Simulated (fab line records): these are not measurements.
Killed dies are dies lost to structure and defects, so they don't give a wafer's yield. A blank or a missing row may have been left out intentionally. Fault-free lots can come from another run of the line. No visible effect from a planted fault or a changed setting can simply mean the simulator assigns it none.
Lot-split experiment -- flow n5 finfet -- 7 lots, 39 wafers read, on a route of 1938 steps

## SPLIT DETAILS
At N5_ZERO_LAYER_PECVD_02 (deposits SiO2 from SiH4/N2O, target thk 10 nm, time 6 s), the setting time s was moved away from the recipe's 6 s on 15 of the 39 wafers read, by -52.9% to +51.2%. All remaining wafers had this setting at the recipe value.

The reading is taken at the split's own step.

## THE READING
SiO2_of_ZERO_LAYER_PECVD_02.thk nm (the simulator's own value, which no gauge read), in nm, at N5_ZERO_LAYER_PECVD_02 (deposits SiO2 from SiH4/N2O, target thk 10 nm, time 6 s). No usual value for it is given in the file. Across the 24 wafers here that went through the recipe, the average is 9.984 nm and the standard deviation 0.17 nm.

wafer,"tool, chamber at the split","time s as run, s",against the recipe,"SiO2_of_ZERO_LAYER_PECVD_02.thk nm, nm",against lot-mates on the recipe
L075.1,"pecvd-02, 1",6,recipe,9.869,-
L075.2,"pecvd-02, 0",4.922,-18.0%,8.129,-1.780
L075.3,"pecvd-02, 2",4.922,-18.0%,7.983,-1.926
L075.4,"pecvd-02, 1",6,recipe,9.927,-
L075.5,"pecvd-02, 0",4.922,-18.0%,7.984,-1.925
L075.6,"pecvd-02, 2",6,recipe,9.932,-
L076.1,"pecvd-02, 0",6,recipe,9.954,-
L076.2,"pecvd-02, 2",6,recipe,9.961,-
L076.3,"pecvd-02, 1",6,recipe,10.11,-
L076.4,"pecvd-02, 1",6,recipe,10.29,-
L076.5,"pecvd-02, 2",6,recipe,10.08,-
L076.6,"pecvd-02, 0",6,recipe,10.2,-
L078.1,"pecvd-02, 2",6,recipe,9.886,-
L078.2,"pecvd-02, 0",2.828,-52.9%,4.473,-5.536
L078.3,"pecvd-02, 1",2.828,-52.9%,4.552,-5.457
L078.4,"pecvd-02, 1",6,recipe,10.1,-
L078.5,"pecvd-02, 2",6,recipe,10.04,-
L078.6,"pecvd-02, 0",2.828,-52.9%,4.579,-5.430
L082.1,"pecvd-01, 0",6,recipe,9.977,-
L082.3,"pecvd-01, 2",6,recipe,10,-
L082.4,"pecvd-01, 1",6,recipe,10.17,-
L085.1,"pecvd-04, 2",6,recipe,9.927,-
L085.2,"pecvd-04, 1",9.075,+51.2%,15.02,+4.961
L085.3,"pecvd-04, 0",6,recipe,10.08,-
L085.4,"pecvd-04, 1",9.075,+51.2%,15.4,+5.341
L085.5,"pecvd-04, 0",6,recipe,10.17,-
L085.6,"pecvd-04, 2",9.075,+51.2%,15.17,+5.111
L092.1,"pecvd-01, 2",6,recipe,9.725,-
L092.2,"pecvd-01, 0",6,recipe,9.793,-
L092.3,"pecvd-01, 1",6,recipe,10.09,-
L092.4,"pecvd-01, 1",8.068,+34.5%,13.58,+3.711
L092.5,"pecvd-01, 0",8.068,+34.5%,13.67,+3.801
L092.6,"pecvd-01, 2",8.068,+34.5%,13.14,+3.271
L094.1,"pecvd-04, 1",3.499,-41.7%,5.547,-4.229
L094.2,"pecvd-04, 0",3.499,-41.7%,5.865,-3.911
L094.3,"pecvd-04, 2",6,recipe,9.537,-
L094.4,"pecvd-04, 1",6,recipe,10.08,-
L094.5,"pecvd-04, 0",3.499,-41.7%,5.878,-3.898
L094.6,"pecvd-04, 2",6,recipe,9.712,-

THE FIT
A straight line over all 39 wafers: SiO2_of_ZERO_LAYER_PECVD_02.thk nm changes by +0.102 nm for each +1% of time s; r = +1.00; the points scatter about the line by 0.17 nm.
The same after taking each lot's own level away (the mean of its wafers on the recipe; 39 wafers): +0.101 nm for each +1%; r = +1.00; scatter 0.16 nm.
That fit puts the effect of the largest move of time s on the reading at 5.4 nm.
Across the lots, their own levels run from 9.7763 to 10.0992 nm, a range of 1.9 times the standard deviation given above.
So the lot-to-lot level changes the slope little: the two slopes agree.
Check: for one of the wafers moved furthest among these (-52.9%), held out of the fit, the line's prediction against its lot-mates is -5.32 nm. It came out at -5.54 nm against them.

## FILE'S OWN FIT
SiO2_of_ZERO_LAYER_PECVD_02.thk nm changes by +0.101 nm for each +1% of time s, r = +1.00.
